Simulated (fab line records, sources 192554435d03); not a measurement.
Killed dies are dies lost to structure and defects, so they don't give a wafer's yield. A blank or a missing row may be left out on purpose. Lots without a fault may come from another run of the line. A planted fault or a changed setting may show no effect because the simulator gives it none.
Split-lot experiment | flow n5_finfet | 7 lots, 39 wafers read, on a route of 1938 steps

THE SPLIT
At N5_BEOL_M3_TRENCH_ETCH_37 (etches SiOC in C4F6/O2, target depth 55.555 nm, time 29.2 s), the setting time_s was moved away from the recipe's 29.2 s on 12 of the 39 wafers read, by -37.0% to +46.0%. The other wafers ran this setting at the recipe's value.

FROM THE SPLIT TO THE READING: what the file shows between them, 2 steps
- N5_BEOL_M3_ETCH_41: etches SiCN in CH3F/O2, target depth 29.9 nm, time 52.5 s
- N5_BEOL_M3_STRIP_97: strips in N2/H2, time 10 s

THE READING
trench_depth_nm, in nm, at N5_BEOL_M3_OCD_MEAS_38. Fault-free wafers of this fab line usually give 55.3 nm, standard deviation 1.4 nm.

wafer  | tool, chamber at the split | time_s as run, s | against the recipe | trench_depth_nm, nm | against lot-mates on the recipe
L079.1 | rie_diel-03, 0             | 29.2             | recipe             | 54.7                | -
L079.2 | rie_diel-03, 2             | 29.2             | recipe             | 56.3                | -
L079.3 | rie_diel-03, 3             | 29.2             | recipe             | 55.1                | -
L079.4 | rie_diel-03, 1             | 29.2             | recipe             | 55.8                | -
L079.5 | rie_diel-03, 2             | 29.2             | recipe             | 56.2                | -
L079.6 | rie_diel-03, 3             | 29.2             | recipe             | 55.5                | -
L080.1 | rie_diel-01, 0             | 29.2             | recipe             | 56.7                | -
L080.2 | rie_diel-01, 2             | 29.2             | recipe             | 54.9                | -
L080.3 | rie_diel-01, 1             | 29.2             | recipe             | 55.4                | -
L080.4 | rie_diel-01, 3             | 29.2             | recipe             | 54.0                | -
L080.5 | rie_diel-01, 1             | 29.2             | recipe             | 55.5                | -
L080.6 | rie_diel-01, 2             | 29.2             | recipe             | 55.8                | -
L087.1 | rie_diel-03, 0             | 42.64            | +46.0%             | 79.2                | +23.7
L087.2 | rie_diel-03, 2             | 29.2             | recipe             | 56.8                | -
L087.3 | rie_diel-03, 1             | 29.2             | recipe             | 55.2                | -
L087.4 | rie_diel-03, 0             | 42.64            | +46.0%             | 79.6                | +24.1
L087.5 | rie_diel-03, 2             | 42.64            | +46.0%             | 82.7                | +27.2
L087.6 | rie_diel-03, 1             | 29.2             | recipe             | 54.5                | -
L089.1 | rie_diel-02, 0             | 23.01            | -21.2%             | 43.3                | -13.1
L089.2 | rie_diel-02, 1             | 29.2             | recipe             | 54.1                | -
L089.3 | rie_diel-02, 2             | 23.01            | -21.2%             | 47.4                | -9.0
L089.4 | rie_diel-02, 1             | 29.2             | recipe             | 54.1                | -
L089.5 | rie_diel-02, 2             | 29.2             | recipe             | 61.0                | -
L089.6 | rie_diel-02, 0             | 23.01            | -21.2%             | 43.9                | -12.5
L097.1 | rie_diel-03, 0             | 29.2             | recipe             | 54.1                | -
L097.2 | rie_diel-03, 3             | 18.39            | -37.0%             | 34.4                | -20.2
L097.3 | rie_diel-03, 1             | 29.2             | recipe             | 55.1                | -
L097.4 | rie_diel-03, 1             | 29.2             | recipe             | 54.7                | -
L097.5 | rie_diel-03, 0             | 18.39            | -37.0%             | 34.3                | -20.3
L097.6 | rie_diel-03, 3             | 18.39            | -37.0%             | 33.8                | -20.8
L094.2 | rie_diel-01, 3             | 29.2             | recipe             | 53.3                | -
L094.3 | rie_diel-01, 2             | 29.2             | recipe             | 55.5                | -
L094.4 | rie_diel-01, 1             | 29.2             | recipe             | 54.6                | -
L096.1 | rie_diel-03, 1             | 29.2             | recipe             | 54.9                | -
L096.2 | rie_diel-03, 3             | 38.51            | +31.9%             | 71.9                | +17.4
L096.3 | rie_diel-03, 0             | 29.2             | recipe             | 54.0                | -
L096.4 | rie_diel-03, 1             | 38.51            | +31.9%             | 72.5                | +18.0
L096.5 | rie_diel-03, 3             | 29.2             | recipe             | 54.6                | -
L096.6 | rie_diel-03, 0             | 38.51            | +31.9%             | 71.1                | +16.6

THE FIT
A straight line over all 39 wafers: trench_depth_nm changes by +0.543 nm for each +1% of time_s; r = +0.99; the points scatter about the line by 1.5 nm.
The same after taking each lot's own level away (the mean of its wafers on the recipe; 39 wafers): +0.546 nm for each +1%; r = +0.99; scatter 1.3 nm.
On that fit, the largest move of time_s shifts the reading by 25 nm.
The lots' own levels span 54.47 to 56.40 nm, that is 1.4 times the standard deviation above.
So the lot-to-lot level changes the slope little: the two slopes agree.
Check: with one of the wafers moved furthest among these (+46.0%) left out of the fit, the line predicts +25.4 nm for it against its lot-mates. It came out at +23.7 nm against them.

OTHER SPLITS ON THESE WAFERS
These wafers also went through other splits before the reading. Each is held against what the fit with the lots' levels taken away leaves over:
other split on the same wafers           | wafers away from the commonest value | r with trench_depth_nm (lot level and that fit taken away)
N5_FIN_SAQP_SPACER2_ALD_28 target_thk_a  | 18                                   | +0.07
N5_HKMG_FIN_CVD_62 time_s                | 9                                    | +0.28
N5_MOL_CONTACT_COAG_CVD_140 target_thk_a | 12                                   | -0.09

THE WHOLE CHAIN: every reading that the file lists as answering this split, in the file's order
step                      | what it does                                                | reading                                                                          | change (the file's fit)                | r (the file's)
N5_BEOL_M3_TRENCH_ETCH_37 | etches SiOC in C4F6/O2, target depth 55.555 nm, time 29.2 s | etch.depth_nm (the simulator's own value, which no gauge read)                   | +0.542 nm for each +1% of the setting  | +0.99
N5_BEOL_M3_TRENCH_ETCH_37 | etches SiOC in C4F6/O2, target depth 55.555 nm, time 29.2 s | BEOL_M3.feature_depth_nm (the simulator's own value, which no gauge read)        | +0.543 nm for each +1% of the setting  | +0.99
N5_BEOL_M3_TRENCH_ETCH_37 | etches SiOC in C4F6/O2, target depth 55.555 nm, time 29.2 s | TiN_of_BEOL_M3_HM_DEP_02.thk_nm (the simulator's own value, which no gauge read) | -0.0227 nm for each +1% of the setting | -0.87
N5_BEOL_M3_OCD_MEAS_38    |                                                             | trench_depth_nm                                                                  | +0.546 nm for each +1% of the setting  | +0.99

THE FILE'S OWN FIT
trench_depth_nm changes by +0.546 nm for each +1% of time_s, r = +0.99.
